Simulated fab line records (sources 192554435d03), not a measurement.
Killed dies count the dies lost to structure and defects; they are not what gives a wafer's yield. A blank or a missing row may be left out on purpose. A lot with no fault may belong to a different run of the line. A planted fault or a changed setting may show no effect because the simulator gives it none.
Chamber matching ; flow n5Finfet ; N5_BEOL_M7_ETCH_61 on rieDiel-04: 4 sister chambers
The step etches SiARC in CF4, target depth 45.5 nm, time 75.8 s. 4 wafers are shown with their chamber, then 10 later ones without.

WAFERS PAIRED WITH THEIR CHAMBERS
wafer;chamber;showerheadPlenumPTorr (Torr)
L077.5;3;2.12
L086.2;2;2.20
L087.5;1;2.11
L090.5;0;2.02

WAFERS WITH NO CHAMBER GIVEN
wafer;showerheadPlenumPTorr (Torr)
L090.6;2.12
L089.1;2.12
L089.5;2.11
L089.6;2.19
L094.1;2.02
L094.2;2.11
L094.3;2.12
L096.2;2.11
L096.4;2.02
L096.5;2.11

WHICH CHAMBER EACH WENT THROUGH
wafer;from the rows above;in truth
L090.6;3;3
L089.1;3;3
L089.5;1;1
L089.6;2;2
L094.1;0;0
L094.2;1;1
L094.3;3;3
L096.2;1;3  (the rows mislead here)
L096.4;0;0
L096.5;1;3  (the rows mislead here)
Correct placement for 8 of the 10. From these rows, 0 cannot be placed. 2 placed wrongly.
How it was worked out, from the rows above alone: a wafer's distance from a chamber is the root of the sum, over the readings, of the square of ((its reading less the chamber's mean) divided by the reading's scatter). The wafer belongs to the nearest chamber; if the next one is less than 2 further off, it can't be placed. A chamber's mean is the mean of its shown wafers. The scatter: with one shown wafer a chamber, the root of the mean of the squares of how far each hidden wafer lies from its nearest shown one.
